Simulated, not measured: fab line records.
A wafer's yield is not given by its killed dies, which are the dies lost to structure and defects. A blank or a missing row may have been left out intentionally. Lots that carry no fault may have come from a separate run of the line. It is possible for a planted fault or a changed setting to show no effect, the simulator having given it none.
Chamber matching / flow n5 finfet / N5_SD_EPI_N_ETCH_16 on rie diel-03 has 4 sister chambers
The step etches SiO2 in CHF3/O2, target depth 5 nm. 4 wafers are shown with their chamber, then 10 later ones without.

== WAFERS PAIRED WITH THEIR CHAMBERS ==
wafer=L080.4; chamber=2; showerhead plenum p Torr (Torr)=2.35
wafer=L089.2; chamber=1; showerhead plenum p Torr (Torr)=2.45
wafer=L091.1; chamber=3; showerhead plenum p Torr (Torr)=2.34
wafer=L091.4; chamber=0; showerhead plenum p Torr (Torr)=2.52

== WAFERS WITHOUT THEIR CHAMBER ==
wafer=L091.6; showerhead plenum p Torr (Torr)=2.34
wafer=L092.2; showerhead plenum p Torr (Torr)=2.52
wafer=L092.3; showerhead plenum p Torr (Torr)=2.45
wafer=L092.6; showerhead plenum p Torr (Torr)=2.45
wafer=L094.3; showerhead plenum p Torr (Torr)=2.34
wafer=L094.5; showerhead plenum p Torr (Torr)=2.52
wafer=L094.6; showerhead plenum p Torr (Torr)=2.34
wafer=L095.2; showerhead plenum p Torr (Torr)=2.44
wafer=L095.4; showerhead plenum p Torr (Torr)=2.52
wafer=L095.5; showerhead plenum p Torr (Torr)=2.44

== WHICH CHAMBER EACH ONE RAN IN ==
wafer=L091.6; from the rows above=3; in truth=3
wafer=L092.2; from the rows above=0; in truth=0
wafer=L092.3; from the rows above=1; in truth=1
wafer=L092.6; from the rows above=1; in truth=1
wafer=L094.3; from the rows above=3; in truth=3
wafer=L094.5; from the rows above=0; in truth=0
wafer=L094.6; from the rows above=3; in truth=3
wafer=L095.2; from the rows above=1; in truth=1
wafer=L095.4; from the rows above=0; in truth=0
wafer=L095.5; from the rows above=1; in truth=1
Placed correctly: 10 of 10. Number that these rows cannot place: 0. Number placed wrongly: 0.
How it was worked out, from the rows above alone: a wafer's distance from a chamber is the root of the sum, over the readings, of the square of ((its reading less the chamber's mean) divided by the reading's scatter). If the next closest chamber is less than 2 further off than the closest, the wafer can't be placed; otherwise it belongs to the closest. Each chamber's mean is taken over the wafers shown for it. The scatter: root of mean squared gap, hidden wafer to nearest shown wafer, with one shown wafer a chamber.
